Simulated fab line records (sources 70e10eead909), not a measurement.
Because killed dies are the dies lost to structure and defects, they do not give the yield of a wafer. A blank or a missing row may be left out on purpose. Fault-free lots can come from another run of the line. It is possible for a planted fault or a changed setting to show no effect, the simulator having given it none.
Chamber matching / flow nand harc / 4 sister chambers for NHARC_A_CONTACT_ETCH_106 on rie diel-03
The step etches the open film in CF4/O2, target depth 60 nm, overetch 6 nm, time 33 s. 20 wafers are shown with their chamber, then 10 later ones without.

EACH WAFER AND ITS CHAMBER
wafer=L922.1; chamber=1; drypump motor current A (A)=6.0; rf vpp V (V)=195.0; oes product au (a.u.)=1.005
wafer=L922.2; chamber=3; drypump motor current A (A)=6.7; rf vpp V (V)=197.8; oes product au (a.u.)=0.984
wafer=L922.5; chamber=3; drypump motor current A (A)=6.7; rf vpp V (V)=197.3; oes product au (a.u.)=0.981
wafer=L925.3; chamber=0; drypump motor current A (A)=5.9; rf vpp V (V)=197.2; oes product au (a.u.)=0.995
wafer=L925.4; chamber=1; drypump motor current A (A)=6.0; rf vpp V (V)=196.2; oes product au (a.u.)=1.008
wafer=L925.6; chamber=0; drypump motor current A (A)=5.9; rf vpp V (V)=198.7; oes product au (a.u.)=1.002
wafer=L923.2; chamber=0; drypump motor current A (A)=5.9; rf vpp V (V)=196.8; oes product au (a.u.)=1.005
wafer=L923.3; chamber=2; drypump motor current A (A)=5.6; rf vpp V (V)=198.5; oes product au (a.u.)=1.001
wafer=L923.5; chamber=2; drypump motor current A (A)=5.6; rf vpp V (V)=199.0; oes product au (a.u.)=1.000
wafer=L926.2; chamber=0; drypump motor current A (A)=5.9; rf vpp V (V)=196.6; oes product au (a.u.)=1.004
wafer=L926.3; chamber=1; drypump motor current A (A)=6.0; rf vpp V (V)=195.3; oes product au (a.u.)=0.990
wafer=L926.5; chamber=1; drypump motor current A (A)=6.0; rf vpp V (V)=197.5; oes product au (a.u.)=0.994
wafer=L924.2; chamber=0; drypump motor current A (A)=5.9; rf vpp V (V)=197.5; oes product au (a.u.)=1.007
wafer=L924.4; chamber=1; drypump motor current A (A)=6.0; rf vpp V (V)=196.9; oes product au (a.u.)=0.994
wafer=L924.5; chamber=2; drypump motor current A (A)=5.5; rf vpp V (V)=199.7; oes product au (a.u.)=0.988
wafer=L927.2; chamber=1; drypump motor current A (A)=6.0; rf vpp V (V)=195.9; oes product au (a.u.)=1.006
wafer=L927.3; chamber=3; drypump motor current A (A)=6.7; rf vpp V (V)=196.7; oes product au (a.u.)=1.000
wafer=L927.6; chamber=2; drypump motor current A (A)=5.5; rf vpp V (V)=199.9; oes product au (a.u.)=0.996
wafer=L929.1; chamber=0; drypump motor current A (A)=5.9; rf vpp V (V)=198.3; oes product au (a.u.)=1.010
wafer=L929.2; chamber=3; drypump motor current A (A)=6.7; rf vpp V (V)=197.6; oes product au (a.u.)=0.994

SIGNATURES, as means of the wafers listed above
reading=drypump motor current A; chamber 0=5.900; chamber 1=6.000; chamber 2=5.550; chamber 3=6.700; scatter within a chamber=0.025
reading=rf vpp V; chamber 0=197.517; chamber 1=196.133; chamber 2=199.275; chamber 3=197.350; scatter within a chamber=0.787
reading=oes product au; chamber 0=1.00383; chamber 1=0.99950; chamber 2=0.99625; chamber 3=0.98975; scatter within a chamber=0.00691
Rule: a wafer's distance from a chamber is the root of the sum, over the readings, of the square of ((its reading less the chamber's mean) divided by the reading's scatter). If the next closest chamber is less than 2 further off than the closest, the wafer can't be placed; otherwise it belongs to the closest. The scatter: the root of (the sum of the squares of (reading less its chamber's mean) over the shown wafers, divided by (wafers less chambers)).

WAFERS WITHOUT THEIR CHAMBER
wafer=L929.4; drypump motor current A (A)=5.6; rf vpp V (V)=200.6; oes product au (a.u.)=0.990
wafer=L930.1; drypump motor current A (A)=5.6; rf vpp V (V)=199.0; oes product au (a.u.)=0.999
wafer=L930.3; drypump motor current A (A)=6.0; rf vpp V (V)=195.2; oes product au (a.u.)=1.006
wafer=L930.5; drypump motor current A (A)=6.0; rf vpp V (V)=198.2; oes product au (a.u.)=0.997
wafer=L934.1; drypump motor current A (A)=5.5; rf vpp V (V)=199.3; oes product au (a.u.)=1.008
wafer=L934.4; drypump motor current A (A)=6.7; rf vpp V (V)=198.2; oes product au (a.u.)=1.019
wafer=L934.6; drypump motor current A (A)=6.0; rf vpp V (V)=195.7; oes product au (a.u.)=1.003
wafer=L945.2; drypump motor current A (A)=5.6; rf vpp V (V)=200.9; oes product au (a.u.)=0.985
wafer=L945.4; drypump motor current A (A)=6.0; rf vpp V (V)=196.5; oes product au (a.u.)=1.008
wafer=L945.6; drypump motor current A (A)=6.0; rf vpp V (V)=195.8; oes product au (a.u.)=0.995

CHAMBER TAKEN BY EACH
wafer=L929.4; from the rows above=2; in truth=2
wafer=L930.1; from the rows above=2; in truth=2
wafer=L930.3; from the rows above=1; in truth=1
wafer=L930.5; from the rows above=can't be placed: 1 or 0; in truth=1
wafer=L934.1; from the rows above=2; in truth=2
wafer=L934.4; from the rows above=3; in truth=3
wafer=L934.6; from the rows above=1; in truth=1
wafer=L945.2; from the rows above=2; in truth=2
wafer=L945.4; from the rows above=1; in truth=1
wafer=L945.6; from the rows above=1; in truth=1
Correct placement for 9 of the 10. Cannot be placed on the basis of these rows: 1; the candidates contain the true chamber in 1. Placed wrongly: 0.
